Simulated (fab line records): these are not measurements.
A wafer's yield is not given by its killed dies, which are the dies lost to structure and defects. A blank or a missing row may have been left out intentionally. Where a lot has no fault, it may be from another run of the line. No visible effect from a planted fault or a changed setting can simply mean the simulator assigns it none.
Matching of chambers || flow nand_harc || NHARC_A_DECK1_JOINT_CMP_02 on cmp-03 has 4 sister chambers
The step polishes SiOx. 7 wafers are shown with their chamber, then 10 later ones without.

## WAFERS WITH THEIR CHAMBER
{"wafer": "L076.2", "chamber": 3, "motor_current_A (A)": 13.2, "edge_zone_pressure_frac": 0.998}
{"wafer": "L084.5", "chamber": 2, "motor_current_A (A)": 13.1, "edge_zone_pressure_frac": 1.006}
{"wafer": "L088.4", "chamber": 0, "motor_current_A (A)": 12.2, "edge_zone_pressure_frac": 0.999}
{"wafer": "L088.5", "chamber": 0, "motor_current_A (A)": 12.0, "edge_zone_pressure_frac": 1.005}
{"wafer": "L088.6", "chamber": 1, "motor_current_A (A)": 10.3, "edge_zone_pressure_frac": 0.996}
{"wafer": "L090.2", "chamber": 2, "motor_current_A (A)": 13.4, "edge_zone_pressure_frac": 1.003}
{"wafer": "L090.3", "chamber": 1, "motor_current_A (A)": 10.7, "edge_zone_pressure_frac": 0.991}

## WAFERS MISSING THEIR CHAMBER
{"wafer": "L090.4", "motor_current_A (A)": 13.0, "edge_zone_pressure_frac": 1.001}
{"wafer": "L092.3", "motor_current_A (A)": 13.0, "edge_zone_pressure_frac": 1.002}
{"wafer": "L092.5", "motor_current_A (A)": 10.2, "edge_zone_pressure_frac": 0.997}
{"wafer": "L092.6", "motor_current_A (A)": 12.5, "edge_zone_pressure_frac": 1.008}
{"wafer": "L093.1", "motor_current_A (A)": 12.1, "edge_zone_pressure_frac": 0.999}
{"wafer": "L093.3", "motor_current_A (A)": 10.8, "edge_zone_pressure_frac": 0.995}
{"wafer": "L093.6", "motor_current_A (A)": 10.5, "edge_zone_pressure_frac": 0.993}
{"wafer": "L094.2", "motor_current_A (A)": 12.3, "edge_zone_pressure_frac": 0.995}
{"wafer": "L094.4", "motor_current_A (A)": 12.5, "edge_zone_pressure_frac": 1.005}
{"wafer": "L094.6", "motor_current_A (A)": 12.3, "edge_zone_pressure_frac": 0.997}

## EACH ONE'S CHAMBER
{"wafer": "L090.4", "from the rows above": "can't be placed: 3 or 2", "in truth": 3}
{"wafer": "L092.3", "from the rows above": "can't be placed: 2 or 3", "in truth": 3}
{"wafer": "L092.5", "from the rows above": 1, "in truth": 1}
{"wafer": "L092.6", "from the rows above": "can't be placed: 0 or 2 or 3", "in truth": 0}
{"wafer": "L093.1", "from the rows above": 0, "in truth": 0}
{"wafer": "L093.3", "from the rows above": 1, "in truth": 1}
{"wafer": "L093.6", "from the rows above": 1, "in truth": 1}
{"wafer": "L094.2", "from the rows above": "can't be placed: 0 or 3", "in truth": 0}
{"wafer": "L094.4", "from the rows above": "can't be placed: 0 or 2 or 3", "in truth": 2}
{"wafer": "L094.6", "from the rows above": 0, "in truth": 0}
Correct placement for 5 of the 10. Cannot be placed on the basis of these rows: 5; the candidates contain the true chamber in 5. Placed wrongly: 0.
How it was worked out, from the rows above alone: a wafer's distance from a chamber is the root of the sum, over the readings, of the square of ((its reading less the chamber's mean) divided by the reading's scatter). If the next closest chamber is less than 2 further off than the closest, the wafer can't be placed; otherwise it belongs to the closest. For every chamber, the mean is computed from those of its wafers that are shown. The scatter: the root of (the sum of the squares of (reading less its chamber's mean) over the shown wafers, divided by (wafers less chambers)).
